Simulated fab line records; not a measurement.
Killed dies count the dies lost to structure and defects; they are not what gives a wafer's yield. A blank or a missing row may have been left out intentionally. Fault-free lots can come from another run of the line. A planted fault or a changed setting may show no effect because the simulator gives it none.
Chamber matching -- flow n5Finfet -- 4 sister chambers for N5_DUMMY_GATE_STRIP_41 on rieDiel-02
The step strips in O2. 4 wafers are shown with their chamber, then 7 later ones without.

== WAFERS, EACH WITH ITS CHAMBER ==
wafer,chamber,drypumpMotorCurrentA (A)
L079.4,2,6.0
L081.5,3,5.5
L086.1,1,6.0
L086.2,0,5.9

== WAFERS WHOSE CHAMBER IS MISSING ==
wafer,drypumpMotorCurrentA (A)
L086.6,5.6
L088.1,5.6
L088.4,5.6
L088.5,6.0
L089.1,5.9
L089.3,5.9
L089.6,5.6

== EACH ONE'S CHAMBER ==
wafer,from the rows above,in truth
L086.6,3,3
L088.1,3,3
L088.4,3,3
L088.5,can't be placed: 1 or 2 or 0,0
L089.1,can't be placed: 0 or 1 or 2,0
L089.3,can't be placed: 0 or 1 or 2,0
L089.6,3,3
Correct placement for 4 of the 7. Unplaceable from these rows: 3, with the true chamber sitting among the candidates in 3. Wrongly placed: 0.
How it was worked out, from the rows above alone: a wafer's distance from a chamber is the root of the sum, over the readings, of the square of ((its reading less the chamber's mean) divided by the reading's scatter). If the next closest chamber is less than 2 further off than the closest, the wafer can't be placed; otherwise it belongs to the closest. Each chamber's mean is taken over the wafers shown for it. The scatter: root of mean squared gap, hidden wafer to nearest shown wafer, with one shown wafer a chamber.
